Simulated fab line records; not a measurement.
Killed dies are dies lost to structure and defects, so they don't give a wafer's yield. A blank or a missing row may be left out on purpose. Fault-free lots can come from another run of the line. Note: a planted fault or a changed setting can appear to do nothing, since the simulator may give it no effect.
Chamber matching || flow nand-harc || NHARC_A_CHANNEL_HOLE_D2_ETCH_38 on rie-diel-06 has 4 sister chambers
The step etches the open film in CF4, target depth 39 nm, time 65 s. 4 wafers are shown with their chamber, then 11 later ones without.

## WAFERS WITH THEIR CHAMBER
{"wafer": "L083.4", "chamber": 0, "drypump-motor-current-A (A)": 6.0}
{"wafer": "L087.6", "chamber": 1, "drypump-motor-current-A (A)": 5.5}
{"wafer": "L089.4", "chamber": 2, "drypump-motor-current-A (A)": 6.3}
{"wafer": "L091.1", "chamber": 3, "drypump-motor-current-A (A)": 6.0}

## WAFERS MISSING THEIR CHAMBER
{"wafer": "L091.2", "drypump-motor-current-A (A)": 5.9}
{"wafer": "L091.3", "drypump-motor-current-A (A)": 5.5}
{"wafer": "L092.1", "drypump-motor-current-A (A)": 5.9}
{"wafer": "L092.4", "drypump-motor-current-A (A)": 5.5}
{"wafer": "L092.5", "drypump-motor-current-A (A)": 6.0}
{"wafer": "L094.2", "drypump-motor-current-A (A)": 5.5}
{"wafer": "L094.3", "drypump-motor-current-A (A)": 6.3}
{"wafer": "L094.5", "drypump-motor-current-A (A)": 6.3}
{"wafer": "L095.1", "drypump-motor-current-A (A)": 6.2}
{"wafer": "L095.3", "drypump-motor-current-A (A)": 6.0}
{"wafer": "L095.6", "drypump-motor-current-A (A)": 6.0}

## WHICH CHAMBER EACH ONE RAN IN
{"wafer": "L091.2", "from the rows above": "can't be placed: 0 or 3", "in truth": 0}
{"wafer": "L091.3", "from the rows above": 1, "in truth": 1}
{"wafer": "L092.1", "from the rows above": "can't be placed: 0 or 3", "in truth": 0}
{"wafer": "L092.4", "from the rows above": 1, "in truth": 1}
{"wafer": "L092.5", "from the rows above": "can't be placed: 0 or 3", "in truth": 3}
{"wafer": "L094.2", "from the rows above": 1, "in truth": 1}
{"wafer": "L094.3", "from the rows above": 2, "in truth": 2}
{"wafer": "L094.5", "from the rows above": 2, "in truth": 2}
{"wafer": "L095.1", "from the rows above": "can't be placed: 2 or 0 or 3", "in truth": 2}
{"wafer": "L095.3", "from the rows above": "can't be placed: 0 or 3", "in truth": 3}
{"wafer": "L095.6", "from the rows above": "can't be placed: 0 or 3", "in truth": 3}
Placed correctly: 5 of 11. Unplaceable from these rows: 6, with the true chamber sitting among the candidates in 6. Placed wrongly: 0.
How it was worked out, from the rows above alone: a wafer's distance from a chamber is the root of the sum, over the readings, of the square of ((its reading less the chamber's mean) divided by the reading's scatter). The wafer belongs to the nearest chamber; if the next one is less than 2 further off, it can't be placed. A chamber's mean is the mean of its shown wafers. The scatter: with one shown wafer a chamber, the root of the mean of the squares of how far each hidden wafer lies from its nearest shown one.
